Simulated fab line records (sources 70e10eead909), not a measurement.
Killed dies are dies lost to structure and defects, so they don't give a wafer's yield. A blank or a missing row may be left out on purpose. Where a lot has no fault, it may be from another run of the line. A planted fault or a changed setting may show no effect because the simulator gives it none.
fab line records | flow nand-harc
record: lots: 5 | wafers: 15 | last-day: 25
route steps=1159 shown P_GATE@207 P_CONTACT@217 END@1159
lots with no fault: from the same line, run without faults
start-h: hours from the record's opening day to when the first of the lot's shown wafers began | wait-h: hours elapsed since this lot's preceding step | " as in the row above | L1.1+2: several wafers, shown together as one row | - no value, or no start given | * or withheld: withheld | < > ~ a bound
route shown NAME@n: names a module that has steps shown in the file, with the first one's number in the route | usual: the fault-free wafers' mean and standard deviation | same: alike in all rows | chamber/n: place in a boat | sites: the reading at each site | _std_site: the standard deviation of these | _edge_site: mean of outer sites minus mean of inner sites | radius-mm: how far each site lies from the wafer's centre | mask NAME#n: copy n | behind: the most recent tool/chamber to have shaped the wafer | hold: cause of the lot's hold/its duration in hours/its outcome | device: names the non-switching transistor (n, p or np) | end of line: tests of these same wafers at the route's end | where a step has no rows: the recipe by itself | killed: at the first sort, the dies lost to defects and structure; wafer yield is something else | map: dies across one wafer; x = killed, . = not, _ = none there
set.NAME: the run value of the setting; set.NAME@STEP: its run value at that earlier step | model.NAME: the simulator's own value behind a step, which no gauge read
certain route steps with their lots: each step a table, each wafer a row
services: a tool's chamber out of use, with start hour (start-h, from the record's first day; less than 0 if before it), hours out, and reason
== steps ==
step: NHARC_P_GATE_RTA_64
recipe: temp-c: 1050 | time-s: 1
step: NHARC_P_GATE_ETCH_77
recipe: target-depth-a: 60 | chemistry: dHF | material: SiO2
step: NHARC_P_GATE_DEGAS_109
recipe: temp-c: 300 | time-s: 60
step: NHARC_P_GATE_PRE_CLEAN_110
recipe: time-s: 30 | bias-v: 200 | gas: Ar
step: NHARC_P_GATE_SPUTTER_78
recipe: target-thk-a: 100 | material: Ni
step: NHARC_P_GATE_SPUTTER_79
recipe: target-thk-a: 100 | material: TiN
step: NHARC_P_GATE_RTA_80
recipe: temp-c: 300 | time-s: 30
usual: anneal-temp-c-max: 301.8/0.34 | lamp-power-pct: 2.23/0.21 | lamp_zone_1_pct: 2.23/0.21 | lamp_zone_2_pct: 2.23/0.21 | lamp_zone_5_pct: 2.23/0.21 | wafer_temp_C_max: 301.0/0.41
lot.wafer | tool          | chamber | start-h | wait-h | anneal-temp-c-max | lamp-power-pct | lamp_zone_1_pct | lamp_zone_2_pct | lamp_zone_5_pct | wafer_temp_C_max
L597.2    | rtp-anneal-02 | 0       | 131.34  | -      | 301.5             | 2.44           | 2.44            | 2.44            | 2.44            | 300.4
L597.5    | "             | 0       | "       | "      | 302.7             | 2.44           | 2.44            | 2.44            | 2.44            | 300.6
L597.6    | "             | 0       | "       | "      | 301.8             | 2.44           | 2.44            | 2.44            | 2.44            | 300.6
L602.1    | rtp-anneal-01 | 0       | 164.38  | -      | 301.8             | 2.03           | 2.02            | 2.03            | 2.03            | 301.3
L602.2    | "             | 0       | "       | "      | 301.7             | 2.03           | 2.03            | 2.03            | 2.03            | 301.1
L602.6    | "             | 0       | "       | "      | 301.3             | 2.03           | 2.02            | 2.03            | 2.03            | 301.6
L607.2    | rtp-anneal-02 | 0       | 184.15  | -      | 302.6             | 2.43           | 2.43            | 2.43            | 2.43            | 301.1
L607.4    | "             | 0       | "       | "      | 301.8             | 2.43           | 2.43            | 2.43            | 2.43            | 300.5
L607.5    | "             | 0       | "       | "      | 302.3             | 2.43           | 2.43            | 2.43            | 2.44            | 300.7
L604.4    | rtp-anneal-01 | 0       | 190.39  | -      | 300.9             | 2.03           | 2.02            | 2.02            | 2.02            | 301.1
L604.5    | "             | 0       | "       | "      | 301.9             | 2.02           | 2.02            | 2.02            | 2.02            | 300.9
L604.6    | "             | 0       | "       | "      | 301.6             | 2.02           | 2.02            | 2.02            | 2.02            | 301.6
L615.1    | rtp-anneal-01 | 0       | 249.18  | -      | 301.7             | 2.02           | 2.02            | 2.03            | 2.02            | 300.9
L615.3    | "             | 0       | "       | "      | 302.3             | 2.02           | 2.02            | 2.02            | 2.02            | 301.1
L615.6    | "             | 0       | "       | "      | 301.9             | 2.02           | 2.03            | 2.02            | 2.02            | 301.5
step: NHARC_P_GATE_STRIP_67
recipe: time-s: 600 | temp-c: 130 | chemistry: SPM
step: NHARC_P_GATE_RTA_82
recipe: temp-c: 450 | time-s: 30
usual: anneal-temp-c-max: 452.6/0.52 | lamp-power-pct: 4.3/0.4 | lamp_zone_1_pct: 4.3/0.4 | lamp_zone_2_pct: 4.3/0.4 | lamp_zone_5_pct: 4.4/0.41 | wafer_temp_C_max: 451.7/0.6
lot.wafer | tool          | chamber | start-h | wait-h | anneal-temp-c-max | lamp-power-pct | lamp_zone_1_pct | lamp_zone_2_pct | lamp_zone_5_pct | wafer_temp_C_max
L597.2    | rtp-anneal-01 | 0       | 131.82  | -      | 452.8             | 4.0            | 4.0             | 4.0             | 4.0             | 452.2
L597.5    | "             | 0       | "       | "      | 453.3             | 4.0            | 4.0             | 4.0             | 4.0             | 452.0
L597.6    | "             | 0       | "       | "      | 452.2             | 4.0            | 4.0             | 4.0             | 4.0             | 452.5
L602.1    | rtp-anneal-02 | 0       | 164.83  | -      | 452.2             | 4.8            | 4.8             | 4.8             | 4.8             | 451.2
L602.2    | "             | 0       | "       | "      | 451.7             | 4.8            | 4.8             | 4.8             | 4.8             | 451.3
L602.6    | "             | 0       | "       | "      | 452.7             | 4.8            | 4.8             | 4.8             | 4.8             | 451.3
L607.2    | rtp-anneal-02 | 0       | 184.61  | -      | 453.2             | 4.8            | 4.8             | 4.8             | 4.8             | 451.4
L607.4    | "             | 0       | "       | "      | 452.0             | 4.8            | 4.8             | 4.8             | 4.8             | 451.7
L607.5    | "             | 0       | "       | "      | 452.1             | 4.8            | 4.8             | 4.8             | 4.8             | 450.9
L604.4    | rtp-anneal-01 | 0       | 190.85  | -      | 452.3             | 4.0            | 4.0             | 4.0             | 4.0             | 452.1
L604.5    | "             | 0       | "       | "      | 452.9             | 4.0            | 4.0             | 4.0             | 4.0             | 451.7
L604.6    | "             | 0       | "       | "      | 451.8             | 4.0            | 4.0             | 4.0             | 4.0             | 452.7
L615.1    | rtp-anneal-02 | 0       | 249.64  | -      | 453.5             | 4.8            | 4.8             | 4.8             | 4.8             | 451.4
L615.3    | "             | 0       | "       | "      | 453.4             | 4.8            | 4.8             | 4.8             | 4.8             | 451.3
L615.6    | "             | 0       | "       | "      | 452.9             | 4.8            | 4.8             | 4.8             | 4.8             | 451.0
step: NHARC_P_GATE_INSPECT_68
usual: raw-defect-count: 200/83
lot.wafer | tool              | chamber | start-h | wait-h | raw-defect-count
L597.2    | defect-inspect-01 | -       | 131.99  | 0.1    | 218
L597.5    | "                 | -       | "       | "      | 136
L597.6    | "                 | -       | "       | "      | 200
L602.1    | defect-inspect-02 | -       | 165.03  | 0.2    | 159
L602.2    | "                 | -       | "       | "      | 206
L602.6    | "                 | -       | "       | "      | 211
L607.2    | defect-inspect-02 | -       | 184.78  | 0.1    | 253
L607.4    | "                 | -       | "       | "      | 296
L607.5    | "                 | -       | "       | "      | 254
L604.4    | defect-inspect-01 | -       | 190.97  | 0.1    | 97
L604.5    | "                 | -       | "       | "      | 100
L604.6    | "                 | -       | "       | "      | 176
L615.1    | defect-inspect-01 | -       | 249.84  | 0.2    | 188
L615.3    | "                 | -       | "       | "      | 196
L615.6    | "                 | -       | "       | "      | 133
step: NHARC_P_CONTACT_DEP_30
recipe: target-thk-a: 300 | temp-c: 400 | target-thk-nm: 30 | flow-sccm: 200 | rf-w: 450 | material: SiNx
usual: heater-power-w: 733/100
lot.wafer | tool     | chamber | start-h | wait-h | heater-power-w
L597.2    | pecvd-04 | 1       | 132.09  | 0.1    | 634
L597.5    | "        | 0       | "       | "      | 789
L597.6    | "        | 2       | "       | "      | 650
L602.2    | pecvd-04 | 0       | 165.10  | 0.1    | 668
L602.1    | "        | 1       | "       | "      | 673
L602.6    | "        | 0       | "       | "      | 662
L607.2    | pecvd-02 | 2       | 184.99  | 0.2    | 852
L607.5    | "        | 0       | "       | "      | 940
L607.4    | "        | 2       | "       | "      | 867
L604.6    | pecvd-03 | 1       | 191.15  | 0.2    | 830
L604.4    | "        | 2       | "       | "      | 747
L604.5    | "        | 0       | "       | "      | 671
L615.3    | pecvd-02 | 2       | 249.91  | 0.1    | 801
L615.1    | "        | 0       | "       | "      | 820
L615.6    | "        | 1       | "       | "      | 620
step: NHARC_P_CONTACT_DEP_00
recipe: target-thk-a: 5000 | temp-c: 400 | pressure-torr: 6.5 | rf-w: 900 | teos-flow-sccm: 161.4 | flow-sccm: 2650 | target-thk-nm: 500 | gas: O2 | material: SiO2
usual: heater-power-w: 568/99 | throttle-valve-pct: 16.1/0.68
lot.wafer | tool     | chamber | start-h | wait-h | heater-power-w | throttle-valve-pct
L597.2    | pecvd-04 | 1       | -       | -      | 396            | 16.6
L597.5    | "        | 0       | "       | "      | 597            | 17.0
L597.6    | "        | 2       | "       | "      | 446            | 15.4
L602.2    | pecvd-04 | 0       | -       | -      | 568            | 17.0
L602.1    | "        | 1       | "       | "      | 411            | 16.9
L602.6    | "        | 0       | "       | "      | 585            | 17.2
L607.2    | pecvd-02 | 2       | -       | -      | 685            | 15.0
L607.5    | "        | 0       | "       | "      | 745            | 16.8
L607.4    | "        | 2       | "       | "      | 694            | 14.8
L604.6    | pecvd-03 | 1       | -       | -      | 612            | 15.8
L604.4    | "        | 2       | "       | "      | 603            | 16.6
L604.5    | "        | 0       | "       | "      | 452            | 15.4
L615.3    | pecvd-02 | 2       | -       | -      | 758            | 15.1
L615.1    | "        | 0       | "       | "      | 658            | 16.4
L615.6    | "        | 1       | "       | "      | 444            | 15.3
step: NHARC_P_CONTACT_CMP_01
recipe: target-thk-nm: 200 | material: SiO2
usual: motor-current-A: 11.8/1.1
lot.wafer | tool   | chamber | start-h | wait-h | motor-current-A
L597.2    | cmp-04 | 3       | 132.79  | -      | 11.2
L597.6    | "      | 2       | "       | "      | 12.1
L597.5    | "      | 3       | "       | "      | 11.3
L602.1    | cmp-01 | 1       | 165.81  | -      | 9.8
L602.2    | "      | 2       | "       | "      | 11.6
L602.6    | "      | 1       | "       | "      | 10.0
L607.4    | cmp-01 | 2       | 185.62  | -      | 12.7
L607.2    | "      | 3       | "       | "      | 12.3
L607.5    | "      | 3       | "       | "      | 12.1
L604.4    | cmp-04 | 2       | 191.79  | -      | 12.3
L604.5    | "      | 0       | "       | "      | 13.5
L604.6    | "      | 1       | "       | "      | 10.9
L615.1    | cmp-04 | 3       | 250.64  | -      | 11.3
L615.3    | "      | 0       | "       | "      | 14.2
L615.6    | "      | 3       | "       | "      | 11.1
step: NHARC_P_CONTACT_SRD_03
step: NHARC_P_CONTACT_DEHYDRATE_04
recipe: temp-c: 150 | time-s: 120
step: NHARC_P_CONTACT_HMDS_05
recipe: time-s: 30
step: NHARC_P_CONTACT_COAT_33
recipe: temp-c: 260 | time-s: 75
step: NHARC_P_CONTACT_COAT_34
recipe: temp-c: 225 | time-s: 65
step: NHARC_P_CONTACT_COAT_06
recipe: spin-rpm: 1500 | resist-thk-nm: 90
step: NHARC_P_CONTACT_SOFTBAKE_07
recipe: temp-c: 105 | time-s: 55
step: NHARC_P_CONTACT_EBR_08
step: NHARC_P_CONTACT_EXPOSE_09
recipe: na: 1.35 | target-cd-nm: 90 | dose-mj: 81.26 | mask-id: P_CA
step: NHARC_P_CONTACT_PEB_10
recipe: peb-temp-c: 100 | peb-time-s: 65
step: NHARC_P_CONTACT_DEVELOP_11
recipe: develop-time-s: 35 | dev-temp-c: 23
step: NHARC_P_CONTACT_CD_MEAS_12
recipe: target-cd-nm: 90 | landing-energy-ev: 500
usual: cd-nm: 89.9/0.57
lot.wafer | tool      | chamber | start-h | wait-h | cd-nm
L597.2    | cd-sem-01 | 0       | 133.60  | -      | 90.1
L597.5    | "         | 0       | "       | "      | 90.0
L597.6    | "         | 0       | "       | "      | 90.4
L602.1    | cd-sem-03 | 0       | 166.64  | -      | 89.1
L602.2    | "         | 0       | "       | "      | 90.1
L602.6    | "         | 0       | "       | "      | 89.2
L607.2    | cd-sem-03 | 0       | 186.34  | -      | 90.1
L607.4    | "         | 0       | "       | "      | 89.5
L607.5    | "         | 0       | "       | "      | 90.2
L604.4    | cd-sem-01 | 0       | 192.46  | -      | 91.1
L604.5    | "         | 0       | "       | "      | 90.2
L604.6    | "         | 0       | "       | "      | 91.5
L615.1    | cd-sem-02 | 0       | 251.45  | -      | 89.8
L615.3    | "         | 0       | "       | "      | 89.5
L615.6    | "         | 0       | "       | "      | 89.8
step: NHARC_P_CONTACT_OVL_MEAS_13
usual: overlay-x-nm: 0.2/0.99 | overlay-y-nm: -0.1/0.92
lot.wafer | tool       | chamber | start-h | wait-h | overlay-x-nm | overlay-y-nm
L597.2    | overlay-02 | -       | 133.69  | -      | -0.1         | -0.5
L597.5    | "          | -       | "       | "      | 0.4          | -0.1
L597.6    | "          | -       | "       | "      | 0.0          | -0.2
L602.1    | overlay-01 | -       | 166.73  | -      | -0.5         | 0.0
L602.2    | "          | -       | "       | "      | -0.6         | 0.1
L602.6    | "          | -       | "       | "      | -0.7         | 0.0
L607.2    | overlay-01 | -       | 186.42  | -      | -1.2         | 1.0
L607.4    | "          | -       | "       | "      | -1.2         | 0.8
L607.5    | "          | -       | "       | "      | -0.9         | 0.7
L604.4    | overlay-01 | -       | 192.54  | -      | 1.8          | 1.0
L604.5    | "          | -       | "       | "      | 1.4          | 0.6
L604.6    | "          | -       | "       | "      | 0.7          | 0.9
L615.1    | overlay-01 | -       | 251.54  | -      | 0.1          | -1.7
L615.3    | "          | -       | "       | "      | 0.0          | -1.1
L615.6    | "          | -       | "       | "      | -0.2         | -1.2
step: NHARC_P_CONTACT_INSPECT_14
usual: raw-defect-count: 3.6/2.1
lot.wafer | tool              | chamber | start-h | wait-h | raw-defect-count
L597.2    | defect-inspect-01 | -       | 133.72  | 0.0    | 4
L597.5    | "                 | -       | "       | "      | 2
L597.6    | "                 | -       | "       | "      | 1
L602.1    | defect-inspect-01 | -       | 166.76  | 0.0    | 2
L602.2    | "                 | -       | "       | "      | 1
L602.6    | "                 | -       | "       | "      | 1
L607.2    | defect-inspect-01 | -       | 186.46  | 0.0    | 5
L607.4    | "                 | -       | "       | "      | 2
L607.5    | "                 | -       | "       | "      | 1
L604.4    | defect-inspect-01 | -       | 192.58  | 0.0    | 3
L604.5    | "                 | -       | "       | "      | 6
L604.6    | "                 | -       | "       | "      | 1
L615.1    | defect-inspect-01 | -       | 251.57  | 0.0    | 4
L615.3    | "                 | -       | "       | "      | 992
L615.6    | "                 | -       | "       | "      | 5
step: NHARC_P_CONTACT_DESCUM_17
recipe: time-s: 3 | o2-flow-sccm: 200 | ar-flow-sccm: 0 | bias-power-w: 0 | chemistry: O2
usual: chamber-pressure-mTorr: 60.00/0.056 | drypump-motor-current-A: 5.6/0.39 | mfc-ar-sccm: 0.013/0.01 | oes-product-au: 1.000/0.012 | rf-vpp-V: 57.7/0.86 | showerhead-plenum-p-Torr: 1.88/0.084 | throttle-valve-pct: 11.312/0.0091
lot.wafer | tool        | chamber | start-h | wait-h | chamber-pressure-mTorr | drypump-motor-current-A | mfc-ar-sccm | oes-product-au | rf-hours-counter-h | rf-vpp-V | showerhead-plenum-p-Torr | throttle-valve-pct
L597.2    | rie-diel-03 | 0       | 133.82  | 0.1    | 59.90                  | 5.4                     | 0.020       | 1.012          | 9                  | 57.5     | 1.79                     | 11.318
L597.6    | "           | 1       | "       | "      | 60.04                  | 5.4                     | 0.018       | 1.024          | -                  | 56.5     | 1.85                     | 11.318
L597.5    | "           | 2       | "       | "      | 60.09                  | 6.3                     | 0           | 0.997          | -                  | 58.4     | 1.96                     | 11.302
L602.1    | rie-diel-03 | 2       | 166.83  | 0.1    | 60.00                  | 6.3                     | 0           | 1.003          | 11                 | 57.8     | 1.96                     | 11.308
L602.2    | "           | 1       | "       | "      | 60.03                  | 5.4                     | 0.018       | 1.020          | 12                 | 56.9     | 1.84                     | 11.302
L602.6    | "           | 2       | "       | "      | 59.99                  | 6.3                     | 0           | 0.999          | -                  | 57.6     | 1.96                     | 11.313
L607.2    | rie-diel-03 | 2       | 186.54  | 0.1    | 60.02                  | 6.3                     | 0           | 0.991          | 13                 | 57.7     | 1.96                     | 11.321
L607.4    | "           | 3       | "       | "      | 59.95                  | 5.7                     | 0           | 1.014          | 14                 | 58.6     | 2.01                     | 11.323
L607.5    | "           | 0       | "       | "      | 59.97                  | 5.5                     | 0.020       | 1.005          | -                  | 55.8     | 1.79                     | 11.305
L604.6    | rie-diel-03 | 2       | 192.67  | 0.1    | 60.03                  | 6.3                     | 0           | 0.999          | -                  | 57.8     | 1.96                     | 11.308
L604.5    | "           | 0       | "       | "      | 59.98                  | 5.5                     | 0.020       | 1.012          | -                  | 57.6     | 1.79                     | 11.306
L604.4    | "           | 1       | "       | "      | 60.04                  | 5.4                     | 0.018       | 1.020          | -                  | 57.3     | 1.84                     | 11.311
L615.1    | rie-diel-03 | 1       | 251.64  | 0.1    | 60.07                  | 5.4                     | 0.018       | 0.976          | 3                  | 59.5     | 1.84                     | 11.312
L615.3    | "           | 3       | "       | "      | 60.05                  | 5.7                     | 0           | 1.000          | 2                  | 56.7     | 2.01                     | 11.312
L615.6    | "           | 0       | "       | "      | 60.10                  | 5.5                     | 0.020       | 0.974          | -                  | 56.2     | 1.79                     | 11.302
step: NHARC_END_SORT_01
recipe: temp-c: 25
usual: killed-at-array: 28/11 | killed-at-other: 0.7/1.1 | killed-at-periphery: 2.9/2 | killed-dies: 32/11 | killed-open: 3.2/1.8 | killed-short: 2.0/1.4
same: gross-dies: 677
lot.wafer | tool      | chamber | start-h | wait-h | killed-at-array | killed-at-other | killed-at-periphery | killed-dies | killed-open | killed-short
L597.2    | prober-01 | 0       | 466.66  | 2.8    | 18              | 0               | 0                   | 18          | 1           | 0
L597.5    | prober-01 | 0       | 469.04  | 3.7    | 23              | 1               | 1                   | 25          | 3           | 4
L597.6    | prober-01 | 0       | 469.83  | 4.0    | 17              | 0               | 2                   | 19          | 4           | 0
L602.1    | prober-01 | 0       | 500.27  | 2.5    | 62              | 0               | 3                   | 65          | 1           | 5
L615.3    | prober-02 | 0       | 596.51  | 3.1    | 19              | 0               | 504                 | 523         | 1           | 1
killed by level:class
L597.2 A_SLIT:chamber-film-flake=8 A_CHANNEL_HOLE_D1:chamber-film-flake=2 A_STAIRCASE:chamber-film-flake=2 A_CONTACT:chamber-film-flake=2 A_WL_FILL:chamber-film-flake=1 A_CONTACT:geometric-particle:open=1 A_BLC:chamber-film-flake=1 A_BONDPAD:chamber-film-flake=1
L597.5 A_SLIT:chamber-film-flake=9 A_CHANNEL_HOLE_D1:chamber-film-flake=5 A_WL_FILL:geometric-particle:open=2 A_CONTACT:chamber-film-flake=2 A_ONON_D1:geometric-particle:short=1 A_SGD_CUT:geometric-particle:short=1 A_WL_FILL:geometric-particle:short=1 A_M0:geometric-particle:open=1
L597.6 A_SLIT:chamber-film-flake=10 A_CHANNEL_FILL_D1:geometric-particle:open=2 A_CONTACT:chamber-film-flake=2 P_CONTACT:geometric-particle:open=1 A_CONTACT:geometric-particle:open=1 P_BONDPAD:chamber-film-flake=1 A_STAIRCASE:chamber-film-flake=1 A_M0:chamber-film-flake=1
L602.1 A_CONTACT:chamber-film-flake=17 A_CHANNEL_HOLE_D1:chamber-film-flake=16 A_SLIT:chamber-film-flake=14 A_STAIRCASE:chamber-film-flake=9 A_CHANNEL_FILL_D1:chamber-film-flake=2 P_GATE:geometric-particle:short=1 P_GATE:geometric-particle:open=1 P_M0:geometric-particle:short=1
L615.3 P_CONTACT:unspecified=502 A_SLIT:chamber-film-flake=13 A_CHANNEL_HOLE_D1:chamber-film-flake=2 A_CHANNEL_HOLE_D1:unspecified=2 P_M0:geometric-particle:open=1 A_WL_FILL:geometric-particle:short=1 A_STAIRCASE:chamber-film-flake=1 P_M2:chamber-film-flake=1
map L615.3 (x killed, . not)
____________.____________
_________xxxx..x_________
_______xxx.xx.xxx._______
______xxxx.xxx....x______
_____xxx.xx.xxxxxxxx_____
____xxxxxxx.xx.xxxx.x____
____x.xx...xxxx..xxxx____
___xxxxxxxx.xx.x.xxxxx___
___xxx.xxxxx.x.xx.xxxx___
__xx.xxxx.x.xxxxxxxxxxx__
__xx.xxxxx.xxxxxxxxxxxx__
_xx.xxxxxxx.xxx.xxxxxxxx_
_.xxxxxxx.xx..xxxxxxxx.x_
_.x.xxx.xx.xxxx.xxxxx.xx_
_xxx.xxxx..x.xxxx.xxxxxx_
_xxx.xxxxx.xxxxxx.x.xxxx_
xxxx..xx...xxxxx.xxxxxxxx
xxx.xx.x.xxxx.xxxxx.xxxxx
xxx.x..x.x.xxx.xx.xxxx...
xxxxxxxxxxx.xxxxxxx.xxxxx
xxxxx.xxx.x.xxxxx..xxx..x
_x.xx..xxxxx...xxxxxxxxx_
_xxxx.xxx.xxxx.xxxx.xxx._
_xx.x.xxxxx..xxxx.xxxx.x_
_xxxxx..xxxxx..xxxxxxxx._
_x..xxxx.xxx.xxxxxxxxxxx_
__.x.x.x.xx.xx.xxxxxxxx__
__.xxxxxxxxx.xxxxx.xxxx__
___x.xxxxxxx..xx.x.xxx___
___..xxxxxxxx.x.xx..xx___
____.xxxx..xxxxx.xx.x____
____.xxxxxxx.x.x.xxx.____
_____.xxxxxxxxxx.xxx_____
______.xxxxxxxx..xx______
_______.xxx.xxxxx._______
_________..xxxxx_________
____________.____________
map L604.6 (x killed, . not)
____________.____________
_________......._________
_______..........._______
______.............______
_____..............._____
____...........x.....____
____.................____
___.......x..x.....x..___
___................x.x___
__.................xx..__
__.....................__
_......................._
_.................x....._
_......................._
_......................._
_....................x.._
......x.............x....
.........................
......x..................
.........................
.....x...................
_......................._
_.....x................._
_...................x..._
_................x......_
_.....x................._
__.....................__
__.....................__
___.............x.x...___
___.........x.........___
____............xx.xx____
____..............x.x____
_____...........x.xx_____
______.........x...______
_______..........._______
_________......._________
____________.____________
== services ==
tool        | chamber | start-h | hours | kind
pecvd-03    | -       | 111.13  | 13.0  | pm
rie-diel-03 | 0       | 120.80  | -     | clean
rie-diel-03 | 1       | 120.80  | -     | clean
rie-diel-03 | 2       | 120.80  | -     | clean
rie-diel-03 | 3       | 120.80  | -     | clean
cmp-04      | -       | 133.41  | 0.9   | repair
rie-diel-03 | 0       | 145.30  | -     | clean
rie-diel-03 | 1       | 145.30  | -     | clean
rie-diel-03 | 2       | 145.30  | -     | clean
rie-diel-03 | 3       | 145.30  | -     | clean
pecvd-02    | -       | 153.00  | 13.0  | pm
rie-diel-03 | 2       | 156.10  | 7.6   | repair
pecvd-03    | 0       | 169.67  | 9.2   | repair
rie-diel-03 | 0       | 169.80  | -     | clean
rie-diel-03 | 1       | 169.80  | -     | clean
rie-diel-03 | 2       | 169.80  | -     | clean
cmp-01      | -       | 179.50  | 4.0   | pm
rie-diel-03 | 3       | 191.32  | 5.2   | repair
pecvd-04    | -       | 195.32  | 13.0  | pm
cmp-04      | -       | 204.64  | 1.0   | repair
rie-diel-03 | 0       | 213.82  | 20.1  | repair
rie-diel-03 | -       | 215.30  | 9.0   | pm
pecvd-03    | 0       | 226.21  | 5.2   | repair
rie-diel-03 | 3       | 240.50  | 8.0   | repair
== key ==
first-sign: step: NHARC_P_CONTACT_INSPECT_14 | reading: raw-defect-count | direction: up | sigmas: 99+ | usual: 3.6 | struck: 992
effect: step: NHARC_END_SORT_01 | reading: killed-at-periphery | direction: up | sigmas: 99+ | usual: 2.9 | struck: 504
more-kills-born-at: NHARC_P_CONTACT_CMP_01@cmp-04: 502
met-at NHARC_P_CONTACT_CMP_01
struck-wafers L615.3
tester-left-out L615
onset-between 191.79 250.64
fault: kind: chamber-particle-source | tool: cmp-04 | chamber: 0 | onset-h: 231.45 | steps: NHARC_P_CONTACT_CMP_01 | rate-per-visit-cm2: 1.5 | end-h: 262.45
tester-left-out: of these lots the tester's yield and bins aren't shown, on N5 and GAA mostly nor the transistor test; their killed dies are dies lost to structure and defects alone, not to doping, threshold or leakage, so they don't give the yield
